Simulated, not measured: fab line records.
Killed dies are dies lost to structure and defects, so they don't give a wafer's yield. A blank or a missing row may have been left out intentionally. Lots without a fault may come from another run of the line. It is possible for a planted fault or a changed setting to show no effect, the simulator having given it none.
Split-lot study -- flow n5Finfet -- route with 1938 steps; 7 lots, 39 wafers read

== SPLIT DETAILS ==
At N5_STI_FIN_REVEAL_ALD_00 (deposits SiO2, target thk 1 nm, pulse time 1 s), the setting targetThkA was moved away from the recipe's 10 angstrom on 12 of the 39 wafers read, by -39.6% to +55.9%. The other wafers ran this setting at the recipe's value.

Reading taken at the split's own step.

== THE READING ==
SiO2_of_STI_FIN_REVEAL_ALD_00.thkNm (the simulator's own value, which no gauge read), in nm, at N5_STI_FIN_REVEAL_ALD_00 (deposits SiO2, target thk 1 nm, pulse time 1 s). No usual value for it is given in the file.

wafer,"tool, chamber at the split","targetThkA as run, angstrom",against the recipe,"SiO2_of_STI_FIN_REVEAL_ALD_00.thkNm, nm",against lot-mates on the recipe
L074.1,"aldSin-02, 0,3,1",6.044,-39.6%,0.6,-0.4
L074.2,"aldSin-02, 0,3,1",6.044,-39.6%,0.6,-0.4
L074.4,"aldSin-02, 0,3,1",6.044,-39.6%,0.6,-0.4
L074.3,"aldSin-02, 2,1,2",10,recipe,1,-
L074.5,"aldSin-02, 2,1,2",10,recipe,1,-
L074.6,"aldSin-02, 2,1,2",10,recipe,1,-
L076.1,"aldSin-03, 3,1,2",10,recipe,1,-
L076.4,"aldSin-03, 3,1,2",10,recipe,1,-
L076.5,"aldSin-03, 3,1,2",10,recipe,1,-
L076.2,"aldSin-03, 2,1,3",15.59,+55.9%,1.6,+0.6
L076.3,"aldSin-03, 2,1,3",15.59,+55.9%,1.6,+0.6
L076.6,"aldSin-03, 2,1,3",15.59,+55.9%,1.6,+0.6
L080.1,"aldSin-03, 1,3,2,0,0,3",10,recipe,1,-
L080.2,"aldSin-03, 1,3,2,0,0,3",10,recipe,1,-
L080.3,"aldSin-03, 1,3,2,0,0,3",10,recipe,1,-
L080.4,"aldSin-03, 1,3,2,0,0,3",10,recipe,1,-
L080.5,"aldSin-03, 1,3,2,0,0,3",10,recipe,1,-
L080.6,"aldSin-03, 1,3,2,0,0,3",10,recipe,1,-
L081.1,"aldSin-03, 1,3,3",10,recipe,1,-
L081.4,"aldSin-03, 1,3,3",10,recipe,1,-
L081.5,"aldSin-03, 1,3,3",10,recipe,1,-
L084.1,"aldSin-02, 3,0,2,1,3,0",10,recipe,1,-
L084.2,"aldSin-02, 3,0,2,1,3,0",10,recipe,1,-
L084.3,"aldSin-02, 3,0,2,1,3,0",10,recipe,1,-
L084.4,"aldSin-02, 3,0,2,1,3,0",10,recipe,1,-
L084.5,"aldSin-02, 3,0,2,1,3,0",10,recipe,1,-
L084.6,"aldSin-02, 3,0,2,1,3,0",10,recipe,1,-
L087.1,"aldSin-01, 3,0,1",14.25,+42.5%,1.4,+0.4
L087.4,"aldSin-01, 3,0,1",14.25,+42.5%,1.4,+0.4
L087.6,"aldSin-01, 3,0,1",14.25,+42.5%,1.4,+0.4
L087.2,"aldSin-01, 2,1,2",10,recipe,1,-
L087.3,"aldSin-01, 2,1,2",10,recipe,1,-
L087.5,"aldSin-01, 2,1,2",10,recipe,1,-
L097.1,"aldSin-02, 3,2,0",14.35,+43.5%,1.4,+0.4
L097.3,"aldSin-02, 3,2,0",14.35,+43.5%,1.4,+0.4
L097.6,"aldSin-02, 3,2,0",14.35,+43.5%,1.4,+0.4
L097.2,"aldSin-02, 0,1,1",10,recipe,1,-
L097.4,"aldSin-02, 0,1,1",10,recipe,1,-
L097.5,"aldSin-02, 0,1,1",10,recipe,1,-
Where a row lists several chambers, the file gives one row for several wafers and doesn't say which wafer went through which chamber.

FIT RESULTS
A straight line over all 39 wafers: SiO2_of_STI_FIN_REVEAL_ALD_00.thkNm changes by +0.01 nm for each +1% of targetThkA; r = +1.00; the points scatter about the line by 0.017 nm.
The same after taking each lot's own level away (the mean of its wafers on the recipe; 39 wafers): +0.01 nm for each +1%; r = +1.00; scatter 0.017 nm.
According to that fit, moving targetThkA by its largest amount changes the reading by 0.56 nm.
The lots' own levels span 1.00 to 1.00 nm.
So the lot-to-lot level changes the slope little: the two slopes agree.
Check: for one of the wafers moved furthest among these (+55.9%), held out of the fit, the line's prediction against its lot-mates is +0.551 nm. It came out at +0.6 nm against them.

== THE OTHER SPLITS THESE WAFERS WENT THROUGH ==
Note: prior to the reading, these wafers also went through further splits. Each is held against what the fit with the lots' levels taken away leaves over:
other split on the same wafers,wafers away from the commonest value,r with SiO2_of_STI_FIN_REVEAL_ALD_00.thkNm (lot level and that fit taken away)
N5_FIN_SAQP_SPACER1_ALD_24 aldCycles,18,-0.24

== THE FILE'S OWN FIT ==
SiO2_of_STI_FIN_REVEAL_ALD_00.thkNm changes by +0.00999 nm for each +1% of targetThkA, r = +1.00.
